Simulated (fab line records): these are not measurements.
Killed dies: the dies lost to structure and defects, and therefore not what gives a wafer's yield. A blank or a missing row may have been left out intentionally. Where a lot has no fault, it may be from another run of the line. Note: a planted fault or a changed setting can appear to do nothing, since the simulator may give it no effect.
Chamber matching :: flow n5-finfet :: N5_BEOL_M13_ETCH_67 on rie-diel-02: 4 sister chambers
The step etches SiARC in CF4, target depth 143 nm, time 238.3 s. 8 wafers are shown with their chamber, then 9 later ones without.

WAFERS WITH THEIR CHAMBER
wafer: L082.1
chamber: 3
drypump-motor-current-A (A): 6.4
showerhead-plenum-p-Torr (Torr): 2.10

wafer: L082.2
chamber: 0
drypump-motor-current-A (A): 5.9
showerhead-plenum-p-Torr (Torr): 2.27

wafer: L084.1
chamber: 1
drypump-motor-current-A (A): 5.2
showerhead-plenum-p-Torr (Torr): 2.04

wafer: L084.3
chamber: 3
drypump-motor-current-A (A): 6.4
showerhead-plenum-p-Torr (Torr): 2.10

wafer: L084.6
chamber: 2
drypump-motor-current-A (A): 5.8
showerhead-plenum-p-Torr (Torr): 2.19

wafer: L088.3
chamber: 1
drypump-motor-current-A (A): 5.2
showerhead-plenum-p-Torr (Torr): 2.03

wafer: L088.4
chamber: 0
drypump-motor-current-A (A): 5.9
showerhead-plenum-p-Torr (Torr): 2.27

wafer: L088.6
chamber: 2
drypump-motor-current-A (A): 5.7
showerhead-plenum-p-Torr (Torr): 2.19

WAFERS WITHOUT THEIR CHAMBER
wafer: L090.2
drypump-motor-current-A (A): 5.9
showerhead-plenum-p-Torr (Torr): 2.26

wafer: L090.4
drypump-motor-current-A (A): 5.2
showerhead-plenum-p-Torr (Torr): 2.03

wafer: L090.6
drypump-motor-current-A (A): 5.9
showerhead-plenum-p-Torr (Torr): 2.26

wafer: L093.1
drypump-motor-current-A (A): 5.9
showerhead-plenum-p-Torr (Torr): 2.26

wafer: L093.2
drypump-motor-current-A (A): 5.2
showerhead-plenum-p-Torr (Torr): 2.03

wafer: L093.5
drypump-motor-current-A (A): 5.2
showerhead-plenum-p-Torr (Torr): 2.03

wafer: L096.1
drypump-motor-current-A (A): 6.4
showerhead-plenum-p-Torr (Torr): 2.10

wafer: L096.2
drypump-motor-current-A (A): 5.2
showerhead-plenum-p-Torr (Torr): 2.03

wafer: L096.3
drypump-motor-current-A (A): 5.2
showerhead-plenum-p-Torr (Torr): 2.03

CHAMBER TAKEN BY EACH
wafer: L090.2
from the rows above: 0
in truth: 0

wafer: L090.4
from the rows above: 1
in truth: 1

wafer: L090.6
from the rows above: 0
in truth: 0

wafer: L093.1
from the rows above: 0
in truth: 0

wafer: L093.2
from the rows above: 1
in truth: 1

wafer: L093.5
from the rows above: 1
in truth: 1

wafer: L096.1
from the rows above: 3
in truth: 3

wafer: L096.2
from the rows above: 1
in truth: 1

wafer: L096.3
from the rows above: 1
in truth: 1
Correctly placed: 9 of 9. Left unplaced by these rows: 0. 0 placed wrongly.
How it was worked out, from the rows above alone: a wafer's distance from a chamber is the root of the sum, over the readings, of the square of ((its reading less the chamber's mean) divided by the reading's scatter). If the next closest chamber is less than 2 further off than the closest, the wafer can't be placed; otherwise it belongs to the closest. The mean given for a chamber averages the wafers shown for that chamber. The scatter is the square root of a quotient: the sum, over the shown wafers, of each reading's squared deviation from its chamber's mean, divided by wafers minus chambers.
